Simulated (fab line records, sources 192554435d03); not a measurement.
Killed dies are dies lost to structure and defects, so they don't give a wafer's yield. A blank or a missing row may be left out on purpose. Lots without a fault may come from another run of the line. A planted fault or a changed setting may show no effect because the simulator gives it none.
Which tool did it? | flow n5_finfet | 12 lots, 36 wafers sampled, at 3 steps of a route of 1938

WHAT THE GAUGES READ, wafer by wafer
N5_PASSIVATION_OVL_MEAS_66.
lot  | measured     | on         | PASS_OPEN_OVL (nm)
L590 | day 12 03:44 | overlay-02 | 2 6 7
L592 | day 12 03:00 | overlay-02 | 1 8 0
L593 | day 13 03:00 | overlay-01 | 6 8 11
L597 | day 14 05:01 | overlay-02 | 7 8 7
L596 | day 14 07:43 | overlay-01 | 5 8 5
L600 | day 14 18:03 | overlay-01 | 2 -2 0
L602 | day 15 11:07 | overlay-01 | 3 5 8
L604 | day 15 20:00 | overlay-01 | 14 3 8
L607 | day 16 05:17 | overlay-01 | 0 -2 1
L609 | day 17 04:35 | overlay-01 | -3 -7 -1
L611 | day 17 06:28 | overlay-02 | 3 -2 0
L612 | day 18 10:43 | overlay-02 | 3 -1 4

WHICH TOOL RAN EACH LOT (tool, then ch and the chambers of the sampled wafers, then the start)
lot  | N5_HKMG_FIN_ETCH_86               | N5_PASSIVATION_PRE_CLEAN_19
L590 | rie_diel-05 ch 0,1,2, day 4 05:29 | pvd_sputter-02, day 12 01:07
L592 | rie_diel-05 ch 0,1,3, day 4 15:24 | pvd_sputter-02, day 12 00:29
L593 | rie_diel-02 ch 0,1,2, day 4 23:26 | pvd_sputter-03, day 13 00:09
L597 | rie_diel-04 ch 0,2, day 6 01:47   | pvd_sputter-01, day 14 02:23
L596 | rie_diel-05 ch 0,1,2, day 6 03:17 | pvd_sputter-01, day 14 05:13
L600 | rie_diel-02 ch 0,1,2, day 6 21:28 | pvd_sputter-03, day 14 15:04
L602 | rie_diel-05 ch 1,2,3, day 7 06:21 | pvd_sputter-01, day 15 08:22
L604 | rie_diel-05 ch 0,2,3, day 7 14:34 | pvd_sputter-01, day 15 17:20
L607 | rie_diel-02 ch 0,2,3, day 8 12:28 | pvd_sputter-02, day 16 02:08
L609 | rie_diel-02 ch 1,2,3, day 8 23:01 | pvd_sputter-02, day 17 02:06
L611 | rie_diel-04 ch 0,2,3, day 9 11:56 | pvd_sputter-03, day 17 03:59
L612 | rie_diel-02 ch 0,1, day 9 19:14   | pvd_sputter-03, day 18 07:37
- N5_HKMG_FIN_ETCH_86: etches SOC in N2/H2, stops on TiN, target depth 393.2 nm.
- N5_PASSIVATION_PRE_CLEAN_19

WHAT THE TOOLS THEMSELVES READ (means of the sampled wafers that have a number; where no wafer has one, the mark that the record gives instead)
N5_HKMG_FIN_ETCH_86.
lot  | tool        | drypump_motor_current_A (A) | h2_flow_sccm (sccm) | oes_product_au (a.u.) | rf_vpp_V (V) | showerhead_plenum_p_Torr (Torr) | throttle_valve_pct (%)
L590 | rie_diel-05 | 5.6                         | 200.0               | 0.79                  | 241.6        | 2.63                            | 17.71
L592 | rie_diel-05 | 5.6                         | 200.4               | 0.78                  | 241.2        | 2.59                            | 17.78
L593 | rie_diel-02 | 5.8                         | 200.6               | 0.76                  | 239.9        | 2.55                            | 17.79
L597 | rie_diel-04 | 5.8                         | 200.1               | 0.76                  | 241.1        | 2.58                            | 17.80
L596 | rie_diel-05 | 5.6                         | 199.9               | 0.76                  | 242.7        | 2.62                            | 17.74
L600 | rie_diel-02 | 5.8                         | 199.5               | 0.75                  | 240.3        | 2.54                            | 17.83
L602 | rie_diel-05 | 5.6                         | 200.1               | 0.70                  | 240.0        | 2.55                            | 17.70
L604 | rie_diel-05 | 5.7                         | 200.5               | 0.76                  | 241.1        | 2.61                            | 17.55
L607 | rie_diel-02 | 5.8                         | 200.3               | 0.80                  | 240.2        | 2.49                            | 17.70
L609 | rie_diel-02 | 5.8                         | 199.9               | 0.84                  | 240.7        | 2.51                            | 17.79
L611 | rie_diel-04 | 5.5                         | 200.0               | 0.78                  | 240.8        | 2.62                            | 17.81
L612 | rie_diel-02 | 5.4                         | 199.6               | 0.81                  | 240.6        | 2.58                            | 17.67

N5_PASSIVATION_PRE_CLEAN_19.
lot  | tool           | heater_power_w (W)
L590 | pvd_sputter-02 | 440
L592 | pvd_sputter-02 | 456
L593 | pvd_sputter-03 | 484
L597 | pvd_sputter-01 | 450
L596 | pvd_sputter-01 | 452
L600 | pvd_sputter-03 | 500
L602 | pvd_sputter-01 | 452
L604 | pvd_sputter-01 | 457
L607 | pvd_sputter-02 | 437
L609 | pvd_sputter-02 | 467
L611 | pvd_sputter-03 | 445
L612 | pvd_sputter-03 | 454

THE ANSWER, worked out from the rows above alone
Rule: what is usual is taken from the lots themselves. Put in order of their means at a reading, lots are off if they are a third of the lots or fewer, leave a main group of 4 or more, and stand apart from it by a gap of 3 or more times the standard deviation of the main group's means; of several such gaps the widest counts. A main group whose means are all the same, to the digits that the tables above print for the reading, isn't used. A lot without any number at a reading at which 4 lots or more have one is off too. The other lots that the step has rows for count as sound. The gauges are gone through in route order, then the tools' own readings, and for those a lot's mean is taken as printed above. The first step at which some lot is off is used, and at that step the reading that is off furthest; a lot without a number counts as furthest.
No lot is off at any reading shown: from this, nothing can be told.

WHAT THE SIMULATOR HAD PUT IN
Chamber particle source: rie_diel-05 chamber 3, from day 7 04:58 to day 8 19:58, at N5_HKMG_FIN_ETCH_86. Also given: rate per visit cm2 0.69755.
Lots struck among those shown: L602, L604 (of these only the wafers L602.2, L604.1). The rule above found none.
